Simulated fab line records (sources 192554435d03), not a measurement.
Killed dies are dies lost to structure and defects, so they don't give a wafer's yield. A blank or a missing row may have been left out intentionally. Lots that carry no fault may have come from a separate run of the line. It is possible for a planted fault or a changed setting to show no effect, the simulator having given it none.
A single fault, viewed from 2 desks	flow n5 finfet	numbers are kept per desk, each desk with only its own; the story behind them comes last

FOR THE TOOL OWNER'S DESK: pvd sputter-01
The tool's own readings at N5_BEOL_M15_SPUTTER_43 (material TaN, target thk 15 nm, time 24.19 s): means of the sampled wafers that have a number, for each lot that ran on this tool. Marked OUT: a lot whose mean sits more than 4 standard deviations from the usual mean, which makes it out of limits; the brackets give that distance.
Columns: A = throttle valve pct at N5_BEOL_M15_SPUTTER_43, usual 30.4 %
lot	first seen here	A
L123	day 15 01:13	30.3
L126	day 16 03:09	30.6
L124	day 16 03:28	30.6
L127	day 16 06:35	29.9
Finding of this desk: none of the 4 lots has anything out of limits.

METROLOGY DESK
What the gauges read for every lot (on any tool): the sampled wafers with a number, averaged. Marked OUT: a lot whose mean sits more than 4 standard deviations from the usual mean, which makes it out of limits; the brackets give that distance.
Columns: A = M15_THK at N5_BEOL_M15_THK_MEAS_50, usual 875 nm
lot	first seen here	A
L122	day 15 02:19	889
L123	day 15 02:37	881
L126	day 16 04:16	871
L124	day 16 04:55	892
L127	day 16 07:42	902
L132	day 17 04:56	896
L133	day 17 13:49	866
Finding of this desk: none of the 7 lots has anything out of limits.

BROUGHT TOGETHER
Nothing out of limits was seen by the tool owner's desk.
At the metrology desk, nothing out of limits was observed.

WHAT THE SIMULATOR HAD INSERTED
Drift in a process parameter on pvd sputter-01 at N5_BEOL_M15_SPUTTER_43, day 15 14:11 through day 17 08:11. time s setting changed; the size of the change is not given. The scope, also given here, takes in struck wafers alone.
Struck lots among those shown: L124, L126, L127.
